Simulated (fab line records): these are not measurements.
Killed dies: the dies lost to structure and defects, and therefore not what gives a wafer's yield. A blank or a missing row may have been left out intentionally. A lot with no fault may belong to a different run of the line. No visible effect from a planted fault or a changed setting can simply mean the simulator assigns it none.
Which of the tools did it? + flow nand harc + 6 lots with 18 wafers sampled at 5 steps, on a route of 1159 steps

== WHAT THE GAUGES READ, wafer by wafer ==
NHARC_END_SORT_01.
| lot  | measured     | on        | defect limited yield (%) |
|------|--------------|-----------|--------------------------|
| L173 | day 24 00:25 | prober-02 | 93.5 95.9 77.5           |

== WHAT TOOL EACH LOT RAN ON (gives the tool, then ch and the chambers of the sampled wafers, and finally the start) ==
| lot  | NHARC_A_M0_PVD_21            | NHARC_THIN_TSV_ANNEAL_52         | NHARC_THIN_TSV_DEGAS_53      | NHARC_THIN_TSV_STRIP_56              |
|------|------------------------------|----------------------------------|------------------------------|--------------------------------------|
| L165 | pvd sputter-02, day 17 21:34 | rtp anneal-01 ch 0, day 21 20:32 | pvd sputter-02, day 21 21:52 | plasma asher-02 ch 0,1, day 22 00:20 |
| L170 | pvd sputter-03, day 18 06:53 | rtp anneal-01 ch 0, day 22 00:11 | pvd sputter-03, day 22 02:50 | plasma asher-01 ch 0,1, day 22 05:41 |
| L173 | pvd sputter-03, day 20 10:37 | rtp anneal-01 ch 0, day 22 07:43 | pvd sputter-03, day 22 08:31 | plasma asher-01 ch 0,1, day 22 10:12 |
| L178 | pvd sputter-02, day 20 23:47 | rtp anneal-01 ch 0, day 22 08:43 | pvd sputter-03, day 22 09:31 | plasma asher-01 ch 0,1, day 22 11:20 |
| L182 | pvd sputter-02, day 22 05:17 | rtp anneal-01 ch 0, day 23 10:10 | pvd sputter-01, day 23 10:59 | plasma asher-01 ch 0,1, day 23 13:16 |
| L186 | pvd sputter-03, day 23 04:28 | rtp anneal-02 ch 0, day 24 11:02 | pvd sputter-03, day 24 11:52 | plasma asher-02 ch 0,1, day 24 13:33 |
- NHARC_A_M0_PVD_21: deposits Cu, target thk 30 nm, time 20.49 s.
- NHARC_THIN_TSV_ANNEAL_52: time 90 s.
- NHARC_THIN_TSV_DEGAS_53: time 60 s.
- NHARC_THIN_TSV_STRIP_56: strips in O2.

== THE ANSWER, worked out from the rows above alone ==
Rule: the lots themselves supply what counts as usual. Put in order of their means at a reading, lots are off if they are a third of the lots or fewer, leave a main group of 4 or more, and stand apart from it by a gap of 3 or more times the standard deviation of the main group's means; of several such gaps the widest counts. If all means in a main group match to the digits the tables above print for the reading, that group is not used. Also off: a lot with no number at a reading for which 4 or more lots have one. Any other lot the step has rows for is counted as sound.
Across all readings shown, no lot is off: no conclusion can be drawn from this.

== WHAT THE SIMULATOR PUT IN ==
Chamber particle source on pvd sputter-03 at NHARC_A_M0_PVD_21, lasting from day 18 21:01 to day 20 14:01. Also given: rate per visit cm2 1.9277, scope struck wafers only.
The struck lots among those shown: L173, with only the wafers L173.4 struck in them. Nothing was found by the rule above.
